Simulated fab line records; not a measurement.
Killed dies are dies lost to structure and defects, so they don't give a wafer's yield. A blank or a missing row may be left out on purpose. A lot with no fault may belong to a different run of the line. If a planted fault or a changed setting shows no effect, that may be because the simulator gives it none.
Code-filled problem report in 8D (eight disciplines) form + flow n5 finfet + the parts of the form that need people (team, actions taken, sign-off) are left out

## 1. THE ISSUE
N5_PASSIVATION_PROBE_49, killed at front end: mean 107 over 1 wafer from 1 lot; wafers with no fault: 39, standard deviation 11. Measured from the usual mean, that is +6.2 standard deviations.
Seen first at day 16 23:26 on prober-02, wafer L769.6. The record holds 3 wafers of 1 lot with a number at this step. By rule, "out" or "out of limits" means more than 4 standard deviations away from the usual mean. Any other wafer with a number is counted as sound.

## 2. WHAT IT IS, AND WHAT IT ISN'T
| question                    | is                                                                                                 | is not                                                                                                                 |
|-----------------------------|----------------------------------------------------------------------------------------------------|------------------------------------------------------------------------------------------------------------------------|
| which readings at this step | killed at front end, defect limited yield, killed dies, killed on rim, sort n pass, sort yield pct | killed_at_M0_to_M3, killed_at_M4_up, killed at contacts, killed at other, killed open, killed short, sort_bin_6_memory |
| which lots                  | L769                                                                                               | -                                                                                                                      |
| which wafers of those lots  | L769.6                                                                                             | L769.2, L769.4                                                                                                         |
| read on which tools         | prober-02                                                                                          | -                                                                                                                      |
| when                        | from day 16 23:26                                                                                  | up to then (2 sound wafers)                                                                                            |

## 3. THE SUSPECTS, EACH WITH WHAT RULES IT OUT
Counting: a tool at a process step up to the reading stays a suspect if it ran every lot that is out. Sound lots after the first of them don't rule it out here, since some wafers of a struck lot are sound.
- rie diel-05 at N5_SDB_ETCH_17 (etches SiARC in CF4, target depth 23.4 nm, time 39 s): kept. It ran the lot that is out, L769 (day 8 13:02).
- rie metal-02 at N5_PASSIVATION_ETCH_59 (etches TaN in Cl2/BCl3, target depth 65 nm, time 34.9 s): kept. It ran the lot that is out, L769 (day 16 18:42).
- rie diel-05 at N5_PASSIVATION_DESCUM_46 (chemistry O2, time 7.9 s): kept. It ran the lot that is out, L769 (day 16 20:07).
- prober-02 at N5_PASSIVATION_PROBE_49: kept. It ran the lot that is out, L769 (day 16 23:14). Out on those wafers are its own readings of defect limited yield, killed at front end, killed dies, killed on rim, sort n pass, sort yield pct.
- The sound lot-mates ran in chamber 2 of rie diel-05 at N5_SDB_ETCH_17, but the wafers that are out ran in chamber 3.
Left after counting: rie diel-05 at N5_SDB_ETCH_17, rie metal-02 at N5_PASSIVATION_ETCH_59, rie diel-05 at N5_PASSIVATION_DESCUM_46, prober-02 at N5_PASSIVATION_PROBE_49.

## 4. THE CAUSE (what the simulator had put in)
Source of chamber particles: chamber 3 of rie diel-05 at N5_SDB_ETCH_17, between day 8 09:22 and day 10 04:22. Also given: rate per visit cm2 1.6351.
4 suspects survive the count, and this tool is in that group.

## 5. THE EFFECT CHAIN, in route order
One row per reading whose mean, taken over the struck wafers that have a number, lies over 3 standard deviations from the usual. Readings are gone through only where the record gives a usual standard deviation; hours: the median, over the lots, of the time from a lot's start at the first step in this table giving one to that lot's start at this step; sigmas: the change measured in usual standard deviations.
| hours | step                    | reading              | usual  | on struck wafers | change | sigmas |
|-------|-------------------------|----------------------|--------|------------------|--------|--------|
| 0     | N5_PASSIVATION_PROBE_49 | defect limited yield | 91.3 % | 84.3             | -7.0   | -4.7   |
| 0     | N5_PASSIVATION_PROBE_49 | killed at front end  | 39     | 107              | +68    | +6.2   |
| 0     | N5_PASSIVATION_PROBE_49 | killed dies          | 102    | 185              | +83    | +4.6   |
| 0     | N5_PASSIVATION_PROBE_49 | killed on rim        | 13     | 36               | +23    | +5.8   |
| 0     | N5_PASSIVATION_PROBE_49 | sort_bin_5_function  | 5.1 %  | 8.3              | +3.2   | +3.2   |
| 0     | N5_PASSIVATION_PROBE_49 | sort n pass          | 1078   | 995              | -83    | -4.6   |
| 0     | N5_PASSIVATION_PROBE_49 | sort yield pct       | 91.3 % | 84.3             | -7.0   | -4.7   |
Here are the process steps it includes:
- N5_PASSIVATION_PROBE_49

## 6. HOW IT WOULD HAVE BEEN CAUGHT EARLIER
First out-of-limits reading in this record: day 16 23:26, which is 206 hours after fault onset at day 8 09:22.
No tool reading at N5_SDB_ETCH_17 that has a usual standard deviation in the record was out on any struck wafer, so an alarm limit of 4 standard deviations on those readings would not have fired.
By day 16 23:26 the whole set of lots that are out, 1 in number, had already begun N5_SDB_ETCH_17 on rie diel-05. A hold on the tool at that time would have spared none of them.
